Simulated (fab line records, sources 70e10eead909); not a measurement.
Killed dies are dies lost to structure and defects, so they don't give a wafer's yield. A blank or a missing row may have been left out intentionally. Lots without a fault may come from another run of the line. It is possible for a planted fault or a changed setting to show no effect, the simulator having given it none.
fab line records	flow nand-harc
record lots=6	wafers=18	last-day=23
route steps=1159 shown A_M1@1038
lots that met no fault: from a run of the same line without faults
start-h: start of the lot's first displayed wafer, in hours after the record's first day	wait-h: hours since the lot's step before	" the same as in the row above	L1.1+2: a single row standing in for several wafers	- no value present, or no start provided	* or withheld: withheld	< > ~ a bound
route shown NAME@n: names a module that has steps shown in the file, with the first one's number in the route	usual: mean and standard deviation over wafers with no fault	same: alike in all rows	chamber/n: place in a boat	sites: readings site by site	_std_site: their standard deviation	_edge_site: the outer-site mean with the inner-site mean subtracted	radius-mm: for every site, how far away it sits from the centre of the wafer	mask NAME#n: copy n	behind: the last tool/chamber to shape the wafer	hold: why the lot went on hold/how many hours it stayed there/how the hold came to an end	device: transistor that didn't switch, given as n, p or np	end of line: at the end of the route, the tests of the same wafers	a step given without rows: its recipe and nothing more	killed: count of dies lost to structure and defects at first sort (not the wafer's yield)	map: a wafer's dies, marking killed ones x, the rest . and places with no die _
set.NAME: setting as actually run; set.NAME@STEP: the setting as run at that earlier step	model.NAME: the simulator's own value behind a step, which no gauge read
certain route steps with their lots: each step a table, each wafer a row
services: the hour from which a tool's chamber was out of use, counted from the record's first day as start-h (under 0 if before that day), plus the number of hours and why
## steps
# step NHARC_A_M1_INSPECT_11
# usual raw-defect-count=31/13
lot.wafer	tool	chamber	start-h	wait-h	raw-defect-count
L351.3	defect-inspect-01	-	425.23	0.0	39
L351.4	"	-	"	"	30
L351.5	"	-	"	"	31
L353.2	defect-inspect-02	-	431.11	0.0	12
L353.4	"	-	"	"	15
L353.5	"	-	"	"	7
L357.3	defect-inspect-02	-	460.82	0.0	31
L357.4	"	-	"	"	44
L357.6	"	-	"	"	27
L367.2	defect-inspect-02	-	513.13	0.0	63
L367.4	"	-	"	"	74
L367.5	"	-	"	"	46
L365.1	defect-inspect-01	-	514.72	0.0	46
L365.4	"	-	"	"	50
L365.5	"	-	"	"	42
L369.1	defect-inspect-01	-	520.48	0.0	43
L369.3	"	-	"	"	36
L369.6	"	-	"	"	37
# step NHARC_A_M1_DESCUM_14
# recipe time-s=3	o2-flow-sccm=200	ar-flow-sccm=0	bias-power-w=0	chemistry=O2
# usual drypump-motor-current-A=5.5/0.5	mfc-ar-sccm=0.010/0.0094	oes-product-au=1.001/0.012	rf-vpp-V=57.9/0.86	showerhead-plenum-p-Torr=1.92/0.094	throttle-valve-pct=11.310/0.0098
lot.wafer	tool	chamber	start-h	wait-h	drypump-motor-current-A	mfc-ar-sccm	oes-product-au	rf-hours-counter-h	rf-vpp-V	showerhead-plenum-p-Torr	throttle-valve-pct
L351.3	rie-diel-05	3	425.29	0.1	4.9	0	1.006	2	58.3	2.06	11.329
L351.5	"	1	"	"	4.8	0.017	1.021	-	57.4	1.97	11.305
L351.4	"	2	"	"	6.3	0.015	1.000	-	56.4	1.87	11.300
L353.2	rie-diel-05	1	431.20	0.1	4.8	0.017	1.019	2	58.7	1.97	11.311
L353.4	"	2	"	"	6.3	0.015	1.018	-	57.1	1.87	11.292
L353.5	"	1	"	"	4.8	0.017	1.032	-	57.6	1.97	11.310
L357.3	rie-diel-05	1	460.90	0.1	4.8	0.017	1.020	3	57.7	1.97	11.313
L357.4	"	2	"	"	6.3	0.015	1.004	3	57.6	1.87	11.299
L357.6	"	0	"	"	5.9	0	0.984	-	56.6	1.89	11.315
L367.4	rie-diel-05	3	513.19	0.1	4.9	0	1.013	5	59.0	2.06	11.311
L367.2	"	1	"	"	4.8	0.017	1.022	4	57.1	1.97	11.302
L367.5	"	0	"	"	6.0	0	0.992	-	57.3	1.88	11.320
L365.4	rie-diel-13	1	514.80	0.1	5.2	0.024	0.984	5	56.9	1.90	11.323
L365.1	"	2	"	"	5.9	0.011	0.979	5	57.3	2.05	11.310
L365.5	"	0	"	"	5.4	0.007	0.992	-	58.8	1.98	11.301
L369.1	rie-diel-11	2	520.54	0.1	5.4	0.021	0.995	9	58.4	1.81	11.300
L369.3	"	0	"	"	5.0	0.028	1.003	9	59.6	2.03	11.309
L369.6	"	2	"	"	5.4	0.021	0.989	-	58.7	1.81	11.301
# step NHARC_A_M1_ETCH_35
# recipe target-depth-a=400	overetch-a=120	time-s=43.94	ion-energy-ev=200	n2-flow-sccm=150	h2-flow-sccm=150	ar-flow-sccm=0	rf-w=400	bias-w=150	chemistry=N2/H2
# step NHARC_A_M1_ETCH_15
# recipe target-depth-a=1825	time-s=91.2	c4f8-flow-sccm=withheld	ar-flow-sccm=400	rf-w=600	bias-w=300	chemistry=C4F8/Ar
# usual oes-product-au=0.956/0.021	rf-vpp-V=441.4/2.9
lot.wafer	tool	chamber	start-h	wait-h	oes-product-au	rf-hours-counter-h	rf-vpp-V
L351.3	rie-diel-05	1	-	-	0.955	2	443.1
L351.5	"	1	"	"	0.963	-	443.2
L351.4	"	3	"	"	0.943	-	445.6
L353.2	rie-diel-05	3	-	-	0.934	2	445.5
L353.4	"	3	"	"	0.934	-	444.9
L353.5	"	1	"	"	0.940	-	443.6
L357.4	rie-diel-05	0	-	-	0.948	3	440.1
L357.3	"	1	"	"	0.998	3	442.4
L357.6	"	2	"	"	0.977	-	439.1
L367.4	rie-diel-05	3	-	-	0.963	5	443.5
L367.2	"	1	"	"	0.980	4	443.6
L367.5	"	0	"	"	0.960	-	439.6
L365.4	rie-diel-13	1	-	-	0.971	5	440.4
L365.1	"	2	"	"	0.956	5	444.2
L365.5	"	3	"	"	0.954	-	438.1
L369.3	rie-diel-11	3	-	-	0.960	9	438.1
L369.1	"	0	"	"	0.983	9	443.6
L369.6	"	3	"	"	0.961	-	439.2
# step NHARC_A_M1_CD_MEAS_16
# usual cd-nm=119.7/0.83
lot.wafer	tool	chamber	start-h	wait-h	cd-nm
L351.3	cd-sem-03	-	425.65	-	120.6
L351.4	"	-	"	"	120.3
L351.5	"	-	"	"	118.3
L353.2	cd-sem-01	-	431.53	-	120.5
L353.4	"	-	"	"	120.0
L353.5	"	-	"	"	119.2
L357.3	cd-sem-02	-	461.32	-	119.0
L357.4	"	-	"	"	118.2
L357.6	"	-	"	"	119.1
L367.2	cd-sem-03	-	513.50	-	118.8
L367.4	"	-	"	"	119.3
L367.5	"	-	"	"	119.7
L365.1	cd-sem-02	-	515.09	-	120.3
L365.4	"	-	"	"	120.9
L365.5	"	-	"	"	118.8
L369.1	cd-sem-03	-	520.85	-	118.0
L369.3	"	-	"	"	118.9
L369.6	"	-	"	"	118.8
# step NHARC_A_M1_STRIP_18
# recipe power-w=1000	n2-flow-sccm=150	h2-flow-sccm=150	ar-flow-sccm=0	bias-w=0	chemistry=N2/H2
# step NHARC_A_M1_ETCH_28
# recipe target-depth-a=300	over-etch-frac=0.3	time-s=72.99	ion-energy-ev=150	cf4-flow-sccm=50	n2-flow-sccm=100	ar-flow-sccm=150	rf-w=300	bias-w=100	chemistry=CF4/N2
# step NHARC_A_M1_STRIP_19
# recipe time-s=600	temp-c=30	chemistry=post-etch-residue-remover
# step NHARC_A_M1_DEGAS_29
# recipe temp-c=250	time-s=60
# usual heater-power-w=340/30
lot.wafer	tool	chamber	start-h	wait-h	heater-power-w
L351.3	pvd-sputter-02	-	426.38	-	340
L351.4	"	-	"	"	340
L351.5	"	-	"	"	330
L353.2	pvd-sputter-01	-	432.30	-	311
L353.4	"	-	"	"	324
L353.5	"	-	"	"	319
L357.4	pvd-sputter-01	-	462.04	-	318
L357.3	"	-	"	"	340
L357.6	"	-	"	"	304
L367.4	pvd-sputter-02	-	514.21	-	326
L367.2	"	-	"	"	366
L367.5	"	-	"	"	332
L365.4	pvd-sputter-03	-	515.80	-	385
L365.1	"	-	"	"	394
L365.5	"	-	"	"	403
L369.3	pvd-sputter-03	-	521.64	-	319
L369.1	"	-	"	"	325
L369.6	"	-	"	"	402
# step NHARC_A_M1_PRE_CLEAN_30
# recipe time-s=30	temp-c=280	gas=H2/He
# usual heater-power-w=420/37
lot.wafer	tool	chamber	start-h	wait-h	heater-power-w
L351.3	pvd-sputter-02	-	-	-	405
L351.4	"	-	"	"	440
L351.5	"	-	"	"	405
L353.2	pvd-sputter-01	-	-	-	371
L353.4	"	-	"	"	467
L353.5	"	-	"	"	395
L357.3	pvd-sputter-01	-	-	-	391
L357.4	"	-	"	"	458
L357.6	"	-	"	"	393
L367.4	pvd-sputter-02	-	-	-	434
L367.2	"	-	"	"	410
L367.5	"	-	"	"	440
L365.1	pvd-sputter-03	-	-	-	383
L365.4	"	-	"	"	391
L365.5	"	-	"	"	379
L369.1	pvd-sputter-03	-	-	-	380
L369.3	"	-	"	"	397
L369.6	"	-	"	"	390
# step NHARC_A_M1_PVD_20
# recipe target-thk-a=50	bias-v=168.6	power-w=15000	chamber-pressure-pa=0.12	time-s=8.06	substrate-temp-c=50	material=TaN
# step NHARC_A_M1_PVD_21
# recipe target-thk-a=300	chamber-pressure-pa=5	power-w=5000	substrate-temp-c=30	time-s=20.49	material=Cu
# usual throttle-valve-pct=30.3/1.1
lot.wafer	tool	chamber	start-h	wait-h	throttle-valve-pct
L351.4	pvd-sputter-02	-	-	-	30.9
L351.3	"	-	"	"	30.9
L351.5	"	-	"	"	29.2
L353.4	pvd-sputter-01	-	-	-	31.7
L353.2	"	-	"	"	29.4
L353.5	"	-	"	"	30.8
L357.3	pvd-sputter-01	-	-	-	29.5
L357.4	"	-	"	"	31.5
L357.6	"	-	"	"	30.8
L367.2	pvd-sputter-02	-	-	-	30.8
L367.4	"	-	"	"	28.8
L367.5	"	-	"	"	30.9
L365.4	pvd-sputter-03	-	-	-	28.3
L365.1	"	-	"	"	31.3
L365.5	"	-	"	"	31.1
L369.1	pvd-sputter-03	-	-	-	31.2
L369.3	"	-	"	"	28.3
L369.6	"	-	"	"	29.6
# step NHARC_A_M1_ECD_22
# recipe target-thk-a=4000	bath-temp-c=25	material=Cu
lot.wafer	tool	chamber	start-h	wait-h
L351.4+3+5	ecd-cu-01	0,1,1	426.84	-
L353.2+4+5	ecd-cu-01	1,0,0	432.69	-
L357.4+3+6	ecd-cu-01	0,1,0	462.50	-
L367.2+4+5	ecd-cu-02	0,1,0	514.62	-
L365.1+4+5	ecd-cu-01	1,1,0	516.17	-
L369.1+3+6	ecd-cu-01	1,1,0	521.99	-
# step NHARC_A_M1_ANNEAL_31
# recipe temp-c=225	time-s=90
# step NHARC_A_M1_CMP_23
# recipe t-overpolish-s=20	target-thk-nm=154.34
# usual motor-current-A=11.9/0.88	time-to-endpoint-s=29.5/2.6
# same t-overpolish-s=20
lot.wafer	tool	chamber	start-h	wait-h	motor-current-A	time-to-endpoint-s
L351.4	cmp-01	3	427.52	-	11.7	29.2
L351.3	"	0	"	"	11.8	35.2
L351.5	"	1	"	"	11.2	30.9
L353.4	cmp-01	1	433.48	-	12.0	14.6
L353.2	"	3	"	"	11.9	27.1
L353.5	"	0	"	"	11.7	16.4
L357.3	cmp-03	1	463.15	-	13.2	29.2
L357.4	"	2	"	"	10.1	14.7
L357.6	"	2	"	"	10.3	14.6
L367.2	cmp-04	3	515.38	-	11.6	27.4
L367.4	"	0	"	"	11.4	30.2
L367.5	"	1	"	"	12.1	28.8
L365.1	cmp-04	2	516.95	-	11.9	29.3
L365.4	"	3	"	"	11.1	26.9
L365.5	"	0	"	"	12.0	29.7
L369.1	cmp-04	0	522.72	-	11.7	25.9
L369.3	"	1	"	"	11.5	25.6
L369.6	"	0	"	"	11.6	26.4
## services
tool	chamber	start-h	hours	kind
cmp-01	-	410.16	4.3	repair
rie-diel-05	0	415.93	11.9	repair
rie-diel-05	1	423.27	-	clean
rie-diel-05	2	423.27	-	clean
rie-diel-05	0	428.79	9.7	repair
cmp-01	-	435.86	0.5	repair
rie-diel-05	1	437.75	1.6	repair
ecd-cu-02	-	446.16	3.1	repair
ecd-cu-01	-	448.75	8.0	pm
cmp-03	-	450.15	4.0	pm
rie-diel-13	-	453.00	9.0	pm
pvd-sputter-01	-	453.74	3.7	repair
pvd-sputter-03	-	458.00	10.0	pm
cmp-04	-	463.06	1.6	repair
rie-diel-11	-	471.22	0.8	repair
cmp-01	-	473.63	4.0	pm
rie-diel-05	1	477.45	9.4	repair
cmp-01	-	480.07	0.4	repair
rie-diel-05	1	496.11	7.8	repair
cmp-04	-	497.00	4.0	pm
rie-diel-13	2	500.29	4.7	repair
pvd-sputter-01	-	514.06	10.0	pm
rie-diel-05	-	517.61	9.0	pm
rie-diel-11	1	520.78	6.3	repair
## key
first-sign step=NHARC_A_M1_CMP_23	reading=time-to-endpoint-s	direction=down	sigmas=5.6	usual=*	struck=*
effect none on later readings
met-at NHARC_A_M1_ECD_22
struck-wafers L353.4,L353.5,L357.4,L357.6
later-rows-left-out L353.4,L353.5,L357.4,L357.6
sort-left-out L353.4,L353.5,L357.4,L357.6
onset-between 426.84 432.69
fault kind=process-parameter-drift	tool=ecd-cu-01	chamber=0	onset-h=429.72	steps=NHARC_A_M1_ECD_22	channel=target-thk-a	offset=*	shape=step	end-h=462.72	acts-in=*	stated=*
# sort-left-out: the simulated sort isn't trusted on such a fault, so these wafers' sort isn't shown, and their yield isn't known
# later-rows-left-out: the simulator's readings of these wafers behind a module that went badly wrong aren't trusted and aren't shown, but for the sort
